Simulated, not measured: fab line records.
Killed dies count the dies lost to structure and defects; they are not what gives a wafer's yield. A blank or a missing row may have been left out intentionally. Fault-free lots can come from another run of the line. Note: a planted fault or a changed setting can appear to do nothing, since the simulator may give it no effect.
A struck lot beside a sound one :: flow nandHarc :: 14 steps out of a route of 1302
Sound: the wafers L998.2, L998.3, L998.6. Wafers L106.3, L106.4, L106.5 were the ones struck. Last of all comes the cause.
Order at every step that has rows: each side's tool, ch and its chambers, its first start. Under that, the readings that differ: sound wafers :: struck wafers :: difference of the means :: sigmas: that difference in standard deviations of wafers without a fault.
alike: same words and numbers on both sides, and readings whose means sit less than 2 such deviations apart. not compared: any withheld reading, any reading some wafer has no value for, any bound like >300 that may hide the same value, and any number with overlapping values for which the record gives no deviation.
Wherever a step has rows on one side only, a row that says differs or no value, or a row with sigmas, the two part there. Numbers that have no deviation but don't overlap get no sigmas and don't part them. Lack of a reading on every wafer of one side parts them only where that side has two or more wafers.

first, 1 step without rows for these wafers: NHARC_A_CHANNEL_FILL_D1_SRD_12.
NHARC_A_CHANNEL_FILL_D1_INSPECT_13:
  sound on defectInspect-02 at day 14 18:07; struck on defectInspect-02 at day 17 17:02
  alike: rawDefectCount
NHARC_A_DECK1_JOINT_ETCHBACK_07: etches the open film in HBr, target depth 105 nm, time 26.9 s.
  sound on rieSi-05 ch 0,1, day 14 18:11; struck on rieSi-05 ch 0,1,3, day 17 17:08
  alike: chamberPressureMTorr, drypumpMotorCurrentA, oesProductAu, throttleValvePct
  not compared: rfHoursCounterH
then, 7 steps without rows for these wafers: NHARC_A_DECK1_JOINT_ETCH_25 (etches SiO2 in dHF, target depth 0.5 nm); NHARC_A_DECK1_JOINT_ETCH_19 (etches poly-Si in TMAH, target depth 3 nm); NHARC_A_DECK1_JOINT_ETCH_18 (etches SiO2 in dHF, target depth 3 nm); NHARC_A_DECK1_JOINT_WET_08 (chemistry H3PO4, time 86 s); NHARC_A_DECK1_JOINT_ETCH_09 (etches SiO2 in dHF, target depth 5 nm); NHARC_A_DECK1_JOINT_WET_10 (chemistry H3PO4, time 86 s); NHARC_A_DECK1_JOINT_ETCH_11 (etches SiO2 in dHF, target depth 35 nm).
NHARC_A_DECK1_JOINT_CVD_12: deposits poly-Si, target thk 90 nm, time 1800 s.
  sound on lpcvdPoly-02 ch 0, day 15 01:37; struck on lpcvdPoly-01 ch 0, day 18 04:56
  alike: spikeTcTopC, tubeCenterTempC
NHARC_A_DECK1_JOINT_CMP_13: polishes, target thk 51.023 nm.
  sound on cmp-02 ch 0,1,2, day 15 04:28; struck on cmp-02 ch 0,1, day 18 08:10
reading: timeToEndpointS (s)
sound: 8.4 6.9 8.2
struck: 23.0 23.2 20.5
difference: +14.4
sigmas: +7
  alike: motorCurrentA, slurryFlowMlMin
NHARC_A_DECK1_JOINT_THK_MEAS_14: measures by ellipsometry.
  sound on filmMetro-01 at day 15 04:43; struck on filmMetro-02 at day 18 08:26
  alike: thkNm
following that, these wafers have no rows for 1 step: NHARC_END_SORT_01.

WHERE THEY PART
At NHARC_A_DECK1_JOINT_CMP_13 and nowhere else, as far as this record goes. Later steps at which nothing parts them and some readings are alike: NHARC_A_DECK1_JOINT_THK_MEAS_14.

WHY: whatever the simulator had introduced
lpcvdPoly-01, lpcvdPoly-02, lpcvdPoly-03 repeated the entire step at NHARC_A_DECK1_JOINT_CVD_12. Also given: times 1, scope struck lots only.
